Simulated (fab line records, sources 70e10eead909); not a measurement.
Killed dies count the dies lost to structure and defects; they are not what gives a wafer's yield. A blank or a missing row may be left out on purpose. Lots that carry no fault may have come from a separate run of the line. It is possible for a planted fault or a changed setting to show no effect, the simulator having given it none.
Chamber matching -- flow nand harc -- 4 sister chambers for NHARC_A_M1_ETCH_35 on rie diel-13
The step etches the open film in N2/H2, target depth 40 nm, overetch 12 nm, time 43.94 s. 14 wafers are shown with their chamber, then 7 later ones without.

== WAFERS, EACH WITH ITS CHAMBER ==
wafer,chamber,drypump motor current A (A),rf vpp V (V),bias w (W)
L723.1,3,5.5,429.4,150.0
L723.3,2,4.7,429.1,150.0
L723.4,1,5.6,435.4,150.4
L726.1,1,5.6,434.9,150.0
L726.3,0,6.5,428.6,149.0
L726.4,3,5.5,429.4,149.3
L725.1,2,4.8,430.3,150.2
L725.2,0,6.5,431.0,150.1
L725.6,3,5.5,427.7,149.8
L728.3,3,5.5,428.7,149.7
L728.4,2,4.7,430.7,150.3
L728.6,3,5.5,429.4,150.5
L730.1,0,6.5,431.1,149.3
L730.2,1,5.6,433.5,149.8

SIGNATURES, as means of the wafers listed above
reading,chamber 0,chamber 1,chamber 2,chamber 3,scatter within a chamber
drypump motor current A,6.500,5.600,4.733,5.500,0.0258
rf vpp V,430.233,434.600,430.033,428.920,0.978
bias w,149.467,150.067,150.167,149.860,0.406
Rule: for each reading, subtract the chamber's mean from the wafer's reading, divide by that reading's scatter and square the result; add these up over the readings and take the root, which gives the wafer's distance from the chamber. The wafer belongs to the nearest chamber; if the next one is less than 2 further off, it can't be placed. How the scatter is found: for the shown wafers, subtract from each reading the mean of its chamber, square and add these, divide the total by (wafers less chambers), then take the root.

== WAFERS MISSING THEIR CHAMBER ==
wafer,drypump motor current A (A),rf vpp V (V),bias w (W)
L730.5,5.5,427.9,150.6
L731.2,5.5,429.4,150.1
L731.3,4.7,430.0,149.5
L731.5,6.5,431.2,149.9
L734.2,5.6,435.0,150.2
L734.3,4.8,429.3,149.6
L734.6,4.7,430.3,149.1

== EACH ONE'S CHAMBER ==
wafer,from the rows above,in truth
L730.5,3,3
L731.2,3,3
L731.3,2,2
L731.5,0,0
L734.2,1,1
L734.3,2,2
L734.6,2,2
Correctly placed: 7 of 7. Left unplaced by these rows: 0. Number placed wrongly: 0.
